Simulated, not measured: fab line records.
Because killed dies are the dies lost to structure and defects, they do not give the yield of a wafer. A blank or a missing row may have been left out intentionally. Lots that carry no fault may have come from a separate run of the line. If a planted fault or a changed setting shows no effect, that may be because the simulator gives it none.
Chamber matching :: flow n5 finfet :: N5_GATE_CUT_ETCH_37 on rie diel-06 has 4 sister chambers
The step etches SOC in N2/H2, target depth 60 nm, overetch 12 nm, time 90 s. 4 wafers are shown with their chamber, then 7 later ones without.

WAFERS PAIRED WITH THEIR CHAMBERS
wafer: L086.1
chamber: 3
showerhead plenum p Torr (Torr): 2.67

wafer: L087.6
chamber: 1
showerhead plenum p Torr (Torr): 2.58

wafer: L088.2
chamber: 0
showerhead plenum p Torr (Torr): 2.47

wafer: L088.5
chamber: 2
showerhead plenum p Torr (Torr): 2.53

WAFERS WHOSE CHAMBER IS MISSING
wafer: L088.6
showerhead plenum p Torr (Torr): 2.58

wafer: L094.4
showerhead plenum p Torr (Torr): 2.67

wafer: L094.5
showerhead plenum p Torr (Torr): 2.67

wafer: L094.6
showerhead plenum p Torr (Torr): 2.47

wafer: L097.4
showerhead plenum p Torr (Torr): 2.67

wafer: L097.5
showerhead plenum p Torr (Torr): 2.67

wafer: L097.6
showerhead plenum p Torr (Torr): 2.52

CHAMBER TAKEN BY EACH
wafer: L088.6
from the rows above: 1
in truth: 1

wafer: L094.4
from the rows above: 3
in truth: 3

wafer: L094.5
from the rows above: 3
in truth: 3

wafer: L094.6
from the rows above: 0
in truth: 0

wafer: L097.4
from the rows above: 3
in truth: 3

wafer: L097.5
from the rows above: 3
in truth: 3

wafer: L097.6
from the rows above: 2
in truth: 2
Placed correctly: 7 of 7. Not placeable from these rows: 0. Number placed wrongly: 0.
How it was worked out, from the rows above alone: a wafer's distance from a chamber is the root of the sum, over the readings, of the square of ((its reading less the chamber's mean) divided by the reading's scatter). The wafer belongs to the nearest chamber; if the next one is less than 2 further off, it can't be placed. The mean given for a chamber averages the wafers shown for that chamber. The scatter: root of mean squared gap, hidden wafer to nearest shown wafer, with one shown wafer a chamber.
